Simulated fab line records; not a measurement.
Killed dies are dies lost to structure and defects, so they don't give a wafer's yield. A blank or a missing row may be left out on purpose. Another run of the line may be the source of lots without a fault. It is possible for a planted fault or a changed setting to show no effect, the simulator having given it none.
Chamber matching + flow n5Finfet + N5_BEOL_M13_ILD_DEP_00 on pecvd-04 has 3 sister chambers
The step deposits SiOC from DEMS/O2, target thk 837.92 nm, time 166.4 s. 3 wafers are shown with their chamber, then 10 later ones without.

WAFERS, EACH WITH ITS CHAMBER
| wafer  | chamber | throttleValvePct (%) |
|--------|---------|----------------------|
| L083.3 | 0       | 11.2                 |
| L083.5 | 1       | 12.6                 |
| L089.5 | 2       | 10.9                 |

WAFERS WITHOUT THEIR CHAMBER
| wafer  | throttleValvePct (%) |
|--------|----------------------|
| L089.6 | 11.2                 |
| L088.2 | 11.3                 |
| L088.5 | 11.1                 |
| L088.6 | 11.0                 |
| L091.1 | 11.2                 |
| L091.3 | 11.0                 |
| L091.5 | 11.0                 |
| L096.2 | 11.6                 |
| L096.3 | 12.5                 |
| L096.5 | 11.3                 |

EACH ONE'S CHAMBER
| wafer  | from the rows above     | in truth |
|--------|-------------------------|----------|
| L089.6 | can't be placed: 0 or 2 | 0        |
| L088.2 | can't be placed: 0 or 2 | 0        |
| L088.5 | can't be placed: 0 or 2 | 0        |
| L088.6 | can't be placed: 2 or 0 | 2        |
| L091.1 | can't be placed: 0 or 2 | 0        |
| L091.3 | can't be placed: 2 or 0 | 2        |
| L091.5 | can't be placed: 2 or 0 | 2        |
| L096.2 | can't be placed: 0 or 2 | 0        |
| L096.3 | 1                       | 1        |
| L096.5 | can't be placed: 0 or 2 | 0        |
1 of 10 placed correctly. Cannot be placed on the basis of these rows: 9; the candidates contain the true chamber in 9. Wrongly placed: 0.
How it was worked out, from the rows above alone: a wafer's distance from a chamber is the root of the sum, over the readings, of the square of ((its reading less the chamber's mean) divided by the reading's scatter). If the next closest chamber is less than 2 further off than the closest, the wafer can't be placed; otherwise it belongs to the closest. The mean given for a chamber averages the wafers shown for that chamber. The scatter: root of mean squared gap, hidden wafer to nearest shown wafer, with one shown wafer a chamber.
